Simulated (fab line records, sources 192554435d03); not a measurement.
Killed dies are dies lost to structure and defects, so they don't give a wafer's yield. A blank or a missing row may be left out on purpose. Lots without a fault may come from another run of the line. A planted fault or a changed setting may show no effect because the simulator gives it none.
Tool commonality check | flow n5_finfet | 8 lots, 24 wafers sampled

WHY IT WAS OPENED
At N5_SD_ACTIVATION_RS_MEAS_03 the reading RS_SD_N is flagged on 2 of 8 lots. Wafers without a fault read 21.9 ohm/sq, standard deviation 0.36.
Rule: a lot is flagged when every wafer of it that has a number lies more than 4 standard deviations from that mean, or none has a number. The other lots count as sound.

lot  | measured    | on            | RS_SD_N (ohm/sq), wafer by wafer | flag
L557 | day 3 14:16 | film_metro-01 | 22.6 22.0 22.3                   |
L559 | day 3 23:30 | film_metro-01 | 21.6 21.7 21.6                   |
L566 | day 5 15:28 | film_metro-01 | 21.9 21.9 21.8                   |
L568 | day 6 08:12 | film_metro-01 | 22.3 22.3 22.4                   |
L570 | day 6 17:11 | film_metro-02 | 21.8 21.8 21.6                   |
L573 | day 7 14:25 | film_metro-01 | 21.7 21.6 21.7                   |
L577 | day 8 11:57 | film_metro-01 | 18.8 19.0 18.9                   | FLAGGED
L579 | day 9 00:52 | film_metro-01 | 18.5 18.7 18.9                   | FLAGGED
The numbers of the flagged lots are 18.8 ohm/sq on average: -3.1 ohm/sq against the usual, or -9 standard deviations.

WHICH TOOL RAN EACH LOT
The record holds 2 process steps before the reading, out of a route of 1938 steps. In each cell: the tool, then ch and the chambers that the sampled wafers went through, then the start.
lot  | flag    | N5_SD_EPI_P_ETCH_16               | N5_SD_ACTIVATION_LSA_01
L557 |         | rie_diel-02 ch 0,1, day 3 09:40   | laser_anneal-02 ch 0, day 3 14:04
L559 |         | rie_diel-06 ch 0,1,3, day 3 19:45 | laser_anneal-02 ch 0, day 3 23:17
L566 |         | rie_diel-06 ch 0,1,3, day 5 11:56 | laser_anneal-01 ch 0, day 5 15:16
L568 |         | rie_diel-01 ch 1,2, day 6 04:39   | laser_anneal-01 ch 0, day 6 07:59
L570 |         | rie_diel-02 ch 2,3, day 6 12:46   | laser_anneal-02 ch 0, day 6 16:59
L573 |         | rie_diel-01 ch 1,3, day 7 10:48   | laser_anneal-01 ch 0, day 7 14:13
L577 | FLAGGED | rie_diel-02 ch 0,1,2, day 8 08:15 | laser_anneal-01 ch 0, day 8 11:44
L579 | FLAGGED | rie_diel-01 ch 0,2,3, day 8 20:29 | laser_anneal-01 ch 0, day 9 00:40
What these steps do:
- N5_SD_EPI_P_ETCH_16: etches SiO2 in CHF3/O2, target depth 5 nm.
- N5_SD_ACTIVATION_LSA_01: time 0.0008 s.
- N5_SD_ACTIVATION_RS_MEAS_03: measures by four-point-probe.

FLAGGED OVER TOTAL, TOOL BY TOOL (the gauges that took the reading come last)
step                        | tool            | lots run | flagged | share of the flagged lots | sound lots run after its first flagged lot
N5_SD_EPI_P_ETCH_16         | rie_diel-01     | 3        | 1       | some                      | 0
N5_SD_EPI_P_ETCH_16         | rie_diel-02     | 3        | 1       | some                      | 0
N5_SD_EPI_P_ETCH_16         | rie_diel-06     | 2        | 0       | none                      | -
N5_SD_ACTIVATION_LSA_01     | laser_anneal-01 | 5        | 2       | all                       | 0
N5_SD_ACTIVATION_LSA_01     | laser_anneal-02 | 3        | 0       | none                      | -
N5_SD_ACTIVATION_RS_MEAS_03 | film_metro-01   | 7        | 2       | all                       | 0
N5_SD_ACTIVATION_RS_MEAS_03 | film_metro-02   | 1        | 0       | none                      | -

WHAT THE TABLE ALLOWS
2 rows of the table ran every flagged lot: laser_anneal-01 at N5_SD_ACTIVATION_LSA_01, film_metro-01 at N5_SD_ACTIVATION_RS_MEAS_03.
- laser_anneal-01 at N5_SD_ACTIVATION_LSA_01: 2 of its 5 lots flagged. Its last sound lot is L573 (day 7 14:13), its first flagged lot L577 (day 8 11:44): a fault that began between those two fits. Its own readings lie more than 4 standard deviations out on every wafer of the flagged lots: wafer_temp_C_max.
- film_metro-01 at N5_SD_ACTIVATION_RS_MEAS_03: 2 of its 7 lots flagged. Its last sound lot is L573 (day 7 14:25), its first flagged lot L577 (day 8 11:57): a fault that began between those two fits.
Counting lots can't tell these 2 tools apart, because each fits a fault that began at some hour. More lots, or a look at what each step does to the wafer, might.

WHAT THE SIMULATOR HAD PUT IN
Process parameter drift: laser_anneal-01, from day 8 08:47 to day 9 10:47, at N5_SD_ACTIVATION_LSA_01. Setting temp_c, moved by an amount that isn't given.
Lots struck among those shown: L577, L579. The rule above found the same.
